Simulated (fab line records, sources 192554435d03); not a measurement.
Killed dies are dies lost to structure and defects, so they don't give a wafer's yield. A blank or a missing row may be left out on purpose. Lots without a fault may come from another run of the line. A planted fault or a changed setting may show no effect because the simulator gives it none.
Which tool did it? | flow n5_finfet | 11 lots, 33 wafers sampled, at 3 steps of a route of 1938

WHAT THE GAUGES READ, wafer by wafer
N5_PASSIVATION_CD_MEAS_30: target cd 4000 nm. Usual: cd_nm 4000.1 nm, standard deviation 1.4.
lot  | measured     | on        | cd_nm (nm)           | flag
L225 | day 12 06:47 | cd_sem-02 | 4001.5 4000.5 4002.6 |
L226 | day 12 11:07 | cd_sem-01 | 4004.6 4001.7 4001.8 |
L227 | day 13 14:27 | cd_sem-03 | 3999.3 3998.4 3998.7 |
L229 | day 13 14:54 | cd_sem-01 | 3998.8 3999.5 3999.3 |
L230 | day 14 07:20 | cd_sem-03 | 3999.8 3999.0 4000.3 |
L234 | day 15 13:17 | cd_sem-02 | 4001.2 4000.4 3998.6 |
L237 | day 15 13:39 | cd_sem-03 | 3999.6 3998.5 4001.7 |
L233 | day 15 15:03 | cd_sem-01 | 4000.0 4000.2 4000.5 |
L232 | day 15 19:04 | cd_sem-02 | 3998.1 3997.0 3999.4 |
L236 | day 15 18:34 | cd_sem-01 | 4001.4 4002.4 4000.2 |
L247 | day 18 19:12 | cd_sem-03 | 4000.0 4001.0 3997.8 |

N5_PASSIVATION_CD_MEAS_44: target cd 40000 nm. Usual: cd_nm 39998 nm, standard deviation 3.1.
lot  | measured     | on        | cd_nm (nm)        | flag
L225 | day 12 08:47 | cd_sem-01 | 39997 39997 40001 |
L226 | day 12 12:59 | cd_sem-02 | 39999 39998 39999 |
L227 | day 13 16:19 | cd_sem-01 | 40000 40001 40002 |
L229 | day 13 16:38 | cd_sem-02 | 40004 40001 40003 |
L230 | day 14 09:07 | cd_sem-02 | 39999 39999 39997 |
L234 | day 15 15:19 | cd_sem-02 | 39995 39997 39997 |
L237 | day 15 15:41 | cd_sem-02 | 39999 39994 39997 |
L233 | day 15 16:48 | cd_sem-03 | 39995 39996 39993 |
L232 | day 15 21:29 | cd_sem-03 | 39994 39994 39998 |
L236 | day 15 20:22 | cd_sem-03 | 39997 40001 39996 |
L247 | day 18 20:56 | cd_sem-02 | 39996 40003 39998 |

WHICH TOOL RAN EACH LOT (tool, then ch and the chambers of the sampled wafers, then the start)
lot  | N5_BEOL_M12_SPUTTER_43
L225 | pvd_sputter-03, day 11 01:43
L226 | pvd_sputter-02, day 11 06:52
L227 | pvd_sputter-01, day 11 17:55
L229 | pvd_sputter-03, day 12 11:10
L230 | pvd_sputter-03, day 12 22:48
L234 | pvd_sputter-02, day 14 07:11
L237 | pvd_sputter-03, day 14 07:31
L233 | pvd_sputter-02, day 14 10:25
L232 | pvd_sputter-01, day 14 13:54
L236 | pvd_sputter-03, day 14 17:23
L247 | pvd_sputter-03, day 17 16:11
- N5_BEOL_M12_SPUTTER_43: material TaN, target thk 15 nm, time 24.19 s.

WHAT THE TOOLS THEMSELVES READ (means of the sampled wafers that have a number; where no wafer has one, the mark that the record gives instead)
N5_BEOL_M12_SPUTTER_43. Usual: throttle_valve_pct 29.9 %, standard deviation 1.3.
lot  | tool           | throttle_valve_pct (%) | flag
L225 | pvd_sputter-03 | 30.2                   |
L226 | pvd_sputter-02 | 29.4                   |
L227 | pvd_sputter-01 | 30.8                   |
L229 | pvd_sputter-03 | 30.8                   |
L230 | pvd_sputter-03 | 28.9                   |
L234 | pvd_sputter-02 | 29.6                   |
L237 | pvd_sputter-03 | 29.7                   |
L233 | pvd_sputter-02 | 29.9                   |
L232 | pvd_sputter-01 | 30.0                   |
L236 | pvd_sputter-03 | 30.2                   |
L247 | pvd_sputter-03 | 28.2                   |

THE ANSWER, worked out from the rows above alone
Rule: a lot is off if the mean of its wafers that have a number lies more than 3 standard deviations from the usual mean. A lot without any number at a reading at which 4 lots or more have one is off too. The other lots that the step has rows for count as sound. The gauges are gone through in route order, then the tools' own readings, and for those a lot's mean is taken as printed above. The first step at which some lot is off is used, and at that step the reading that is off furthest; a lot without a number counts as furthest.
No lot is off at any reading shown: from this, nothing can be told.

WHAT THE SIMULATOR HAD PUT IN
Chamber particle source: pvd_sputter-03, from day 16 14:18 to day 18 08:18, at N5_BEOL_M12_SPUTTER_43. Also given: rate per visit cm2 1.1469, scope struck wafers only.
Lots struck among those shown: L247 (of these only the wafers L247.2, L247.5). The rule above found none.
